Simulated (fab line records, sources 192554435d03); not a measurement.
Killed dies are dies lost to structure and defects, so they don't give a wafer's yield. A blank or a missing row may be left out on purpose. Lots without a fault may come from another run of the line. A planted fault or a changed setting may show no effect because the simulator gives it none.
A struck lot beside a sound one | flow n5_finfet | 27 steps out of a route of 1938
Sound: wafers L504.1, L504.2, L504.5. Struck: wafers L518.3, L518.4, L518.5. The cause comes at the end.
At each step with rows: each side's tool, then ch and its chambers, then its first start. Under that, the readings that differ: sound wafers | struck wafers | difference of the means | sigmas: that difference in standard deviations of wafers without a fault.
alike: readings whose means differ by less than 2 such deviations, and words and numbers that are the same on both sides. not compared: withheld readings, readings that some wafer has no value for, bounds like >300 that may hide the same value, and numbers for which the record gives no deviation and whose values overlap.
The two part at a step that has a row with sigmas, a row that says differs or no value, or rows on one side only. Numbers that don't overlap but have no deviation are shown without sigmas and don't part them. A reading that every wafer of one side lacks parts them only if that side has two wafers or more.

first, 7 steps without rows for these wafers: N5_BEOL_M0_SAQP_COAT_82 (time 60 s, resist thk 30 nm); N5_BEOL_M0_SAQP_COAT_08 (resist thk 90 nm); N5_BEOL_M0_SAQP_EBR_10; N5_BEOL_M0_SAQP_SOFTBAKE_09 (time 60 s); N5_BEOL_M0_SAQP_EXPOSE_11 (exposes mask M0 CORE, target cd 42 nm); N5_BEOL_M0_SAQP_PEB_12 (peb time 60 s); N5_BEOL_M0_SAQP_DEVELOP_13 (develop time 30 s).
N5_BEOL_M0_SAQP_CD_MEAS_14: target cd 42.5 nm.
  sound on cd_sem-03 ch 0, day 5 21:48; struck on cd_sem-03 ch 0, day 9 16:16
  alike: cd_nm
N5_BEOL_M0_SAQP_OVL_MEAS_15:
  sound on overlay-02 ch 0, day 5 21:50; struck on overlay-01 ch 0, day 9 16:18
  alike: M0_CORE_OVL
N5_BEOL_M0_SAQP_INSPECT_16: inspects for defects (brightfield).
  sound on defect_inspect-01, day 5 21:51; struck on defect_inspect-01, day 9 16:20
  alike: raw_defect_count
N5_BEOL_M0_SAQP_DESCUM_19: chemistry O2, time 7.9 s.
  sound on rie_diel-03 ch 0,1,3, day 5 21:53; struck on rie_diel-06 ch 0,1, day 9 16:22
  alike: drypump_motor_current_A, oes_product_au, rf_vpp_V, showerhead_plenum_p_Torr, throttle_valve_pct
  not compared: rf_hours_counter_h
N5_BEOL_M0_SAQP_ETCH_83: etches SiARC in CF4, target depth 39 nm, time 65 s.
  sound on rie_diel-03 ch 0,1,3, day 5 21:55; struck on rie_diel-06 ch 0,1, day 9 16:23
  alike: bias_w, cf4_flow_sccm, drypump_motor_current_A, etch_rf_on_time_s, mfc_ar_sccm, oes_product_au, rf_vpp_V, showerhead_plenum_p_Torr, throttle_valve_pct
  not compared: rf_hours_counter_h
N5_BEOL_M0_SAQP_ETCH_84: etches SOC in N2/H2, target depth 100 nm, overetch 20 nm, time 150 s.
  sound on rie_diel-03 ch 0,1,3, day 5 21:58; struck on rie_diel-06 ch 0,1, day 9 16:26
  no value came back on the struck wafers for any of 7 readings (bias_w (W), chamber_pressure_mTorr (mTorr) and others); on the sound wafers bias_w (W) reads 149.9 150.5 149.6
  reading                                           | sound          | struck         | difference | sigmas
  model.CAR-ArF_of_BEOL_M0_SAQP_COAT_08.thk_nm (nm) | 0 0 0          | 55.6 55.6 55.6 | +55.6      |
  model.SiARC_of_BEOL_M0_SAQP_COAT_82.thk_nm (nm)   | 24.4 24.2 24.2 | 30 30 30       | +6         |
  not compared: rf_hours_counter_h
then, 1 step without rows for these wafers: N5_BEOL_M0_SAQP_STRIP_80 (strips in N2/H2).
N5_BEOL_M0_SAQP_HM_OPEN_112: chemistry CHF3/O2, target SiO2, stops on a-Si, target depth 12 nm, time 13.5 s.
  sound on rie_diel-03 ch 0,1,3, day 5 22:05; struck on rie_diel-06 ch 0,1, day 9 16:33
  reading                                         | sound          | struck         | difference | sigmas
  oes_product_au (a.u.)                           | 0.51 0.49 0.60 | 0.26 0.26 0.26 | -0.27      | -5
  model.SiARC_of_BEOL_M0_SAQP_COAT_82.thk_nm (nm) | 5.2 5 4.6      | 10.8 10.6 10.8 | +5.8       |
  alike: drypump_motor_current_A, mfc_ar_sccm, rf_vpp_V, showerhead_plenum_p_Torr, throttle_valve_pct
  not compared: rf_hours_counter_h
then, 1 step without rows for these wafers: N5_BEOL_M0_SAQP_STRIP_113 (strips in CHF3/O2).
N5_BEOL_M0_SAQP_MANDREL_ETCH_20: etches a-Si in HBr/Cl2, stops on SiNx, target depth 60 nm, bt time 10 s, time 30 s.
  sound on rie_si-02 ch 0,1,3, day 5 22:10; struck on rie_si-05 ch 0,2,3, day 9 16:38
  reading                | sound             | struck            | difference | sigmas
  oes_product_au (a.u.)  | 0.767 0.757 0.806 | 0.330 0.335 0.316 | -0.450     | -32
  throttle_valve_pct (%) | 35.37 35.60 35.26 | 36.57 36.32 36.52 | +1.06      | +4
  alike: HBr_flow_sccm, bias_w, drypump_motor_current_A
  not compared: rf_hours_counter_h
N5_BEOL_M0_SAQP_STRIP_86: strips in N2/H2.
  sound on rie_diel-04 ch 0,1,3, day 5 22:16; struck on rie_diel-04 ch 0,2, day 9 16:44
  alike: drypump_motor_current_A, oes_product_au, rf_vpp_V, showerhead_plenum_p_Torr, throttle_valve_pct
  not compared: rf_hours_counter_h
then, 2 steps without rows for these wafers: N5_BEOL_M0_SAQP_STRIP_115 (strips in post etch residue remover, time 60 s); N5_BEOL_M0_SAQP_SRD_93 (time 30 s).
N5_BEOL_M0_SAQP_RECESS_114: chemistry HF/NH3, target SiO2, target depth 14.4 nm, afs cycles 3, sublimation time 60 s.
  sound on vapor_etch-01 ch 0,1, day 5 22:38; struck on vapor_etch-01 ch 0,1, day 9 16:59
  alike: drypump_motor_current_A
N5_BEOL_M0_SAQP_SPACER1_ALD_98: deposits SiO2, target thk 12.8 nm, pulse time 1 s, purge time 2 s.
  sound on ald_sin-01 ch 1,2,3, day 5 23:56; struck on ald_sin-01 ch 0,2, day 9 17:15
  alike: heater_power_w, precursor_pulse_height_rel
N5_BEOL_M0_SAQP_SPACER1_ETCHBACK_99: etches SiO2 in CHF3/O2, target depth 15.4 nm, time 7.7 s.
  sound on rie_diel-03 ch 0,3, day 6 00:25; struck on rie_diel-06 ch 0,1,3, day 9 17:43
  reading               | sound          | struck         | difference | sigmas
  oes_product_au (a.u.) | 0.92 0.77 0.91 | 0.34 0.26 0.27 | -0.58      | -7
  alike: drypump_motor_current_A, mfc_ar_sccm, rf_vpp_V, showerhead_plenum_p_Torr, throttle_valve_pct
  not compared: rf_hours_counter_h
N5_BEOL_M0_SAQP_MANDREL1_REMOVE_100: chemistry HBr/Cl2/O2, target a-Si, stops on SiNx, bt time 10 s.
  sound on rie_si-02 ch 2,3, day 6 00:31; struck on rie_si-06 ch 0,2,3, day 9 17:49
  reading               | sound             | struck            | difference | sigmas
  oes_product_au (a.u.) | 1.047 0.988 1.029 | 0.373 0.385 0.366 | -0.647     | -32
  alike: drypump_motor_current_A, throttle_valve_pct
  not compared: rf_hours_counter_h
N5_BEOL_M0_SAQP_CD_MEAS_25: target cd 13.1 nm.
  sound on cd_sem-03 ch 0, day 6 00:37; struck on cd_sem-01 ch 0, day 9 17:55
  reading    | sound             | struck | difference                    | sigmas
  cd_nm (nm) | 12.95 12.62 12.64 | - - -  | no value on the struck wafers |
then, 1 step without rows for these wafers: N5_BEOL_M0_SAQP_ETCH_101 (etches SiNx in CH3F/O2, target depth 29.9 nm, time 42.7 s).
N5_BEOL_M4_RC_MEAS_101:
  the record has rows for the sound wafers here (prober-01 ch 0, day 8 15:10) and none for the struck ones

WHERE THEY PART
First at N5_BEOL_M0_SAQP_ETCH_84; last, within this record, at N5_BEOL_M4_RC_MEAS_101.

WHY: what the simulator had put in
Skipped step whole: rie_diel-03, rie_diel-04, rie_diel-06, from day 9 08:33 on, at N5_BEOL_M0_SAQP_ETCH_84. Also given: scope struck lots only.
